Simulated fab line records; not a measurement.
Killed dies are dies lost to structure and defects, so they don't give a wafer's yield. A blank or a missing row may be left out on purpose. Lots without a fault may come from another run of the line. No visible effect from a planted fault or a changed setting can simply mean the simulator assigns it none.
Chamber matching -- flow n5 finfet -- 4 sister chambers for N5_BEOL_M3_ALD_98 on ald sin-03
The step deposits SiO2, target thk 2.5 nm, pulse time 1 s, co reactant pulse time 1 s. 33 wafers are shown with their chamber, then 12 later ones without.

== WAFERS, EACH WITH ITS CHAMBER ==
wafer,chamber,heater power w (W),precursor pulse height rel
L077.1,3,65,1.009
L077.2,1,78,1.038
L077.5,2,77,0.993
L078.1,1,80,0.994
L078.2,3,67,0.961
L078.3,0,75,1.021
L078.4,2,76,1.000
L078.5,1,80,1.017
L078.6,2,77,1.009
L083.1,2,78,1.008
L083.2,0,75,0.993
L083.5,1,78,1.025
L079.1,2,77,1.001
L079.2,1,77,0.988
L079.3,0,74,1.035
L079.4,3,67,1.020
L079.5,3,67,1.011
L079.6,2,78,0.998
L084.2,1,78,1.011
L084.4,3,65,0.990
L084.6,3,68,1.012
L088.1,2,76,0.976
L088.2,0,75,1.011
L088.4,3,66,1.032
L086.1,2,77,1.020
L086.2,3,66,0.984
L086.3,0,74,0.996
L086.4,1,79,1.013
L086.5,1,80,0.964
L086.6,0,76,0.986
L089.1,1,78,0.995
L089.3,3,67,1.033
L089.5,0,73,1.009

SIGNATURES, as means of the wafers listed above
reading,chamber 0,chamber 1,chamber 2,chamber 3,scatter within a chamber
heater power w,74.57,78.67,77.00,66.44,0.981
precursor pulse height rel,1.00729,1.00500,1.00062,1.00578,0.0197
Rule: a wafer lies at a distance from a chamber equal to the root of the sum of squares, over the readings, of (its reading less the chamber's mean, divided by the reading's scatter). The wafer belongs to the nearest chamber; if the next one is less than 2 further off, it can't be placed. The scatter is the square root of a quotient: the sum, over the shown wafers, of each reading's squared deviation from its chamber's mean, divided by wafers minus chambers.

== WAFERS MISSING THEIR CHAMBER ==
wafer,heater power w (W),precursor pulse height rel
L094.1,75,0.981
L094.2,79,0.993
L094.3,68,1.023
L094.4,71,1.016
L094.5,79,0.992
L094.6,70,1.030
L096.3,82,1.003
L096.5,75,0.991
L096.6,68,0.987
L097.1,71,0.998
L097.3,77,1.000
L097.5,76,1.003

== EACH ONE'S CHAMBER ==
wafer,from the rows above,in truth
L094.1,can't be placed: 0 or 2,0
L094.2,can't be placed: 1 or 2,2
L094.3,3,3
L094.4,can't be placed: 0 or 3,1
L094.5,can't be placed: 1 or 2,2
L094.6,can't be placed: 3 or 0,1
L096.3,can't be placed: 1 or 2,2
L096.5,can't be placed: 0 or 2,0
L096.6,3,3
L097.1,can't be placed: 0 or 3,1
L097.3,can't be placed: 2 or 1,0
L097.5,can't be placed: 2 or 0 or 1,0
Placed correctly: 2 of 12. These rows do not allow placing 10 (true chamber among the candidates in 6). Number placed wrongly: 0.
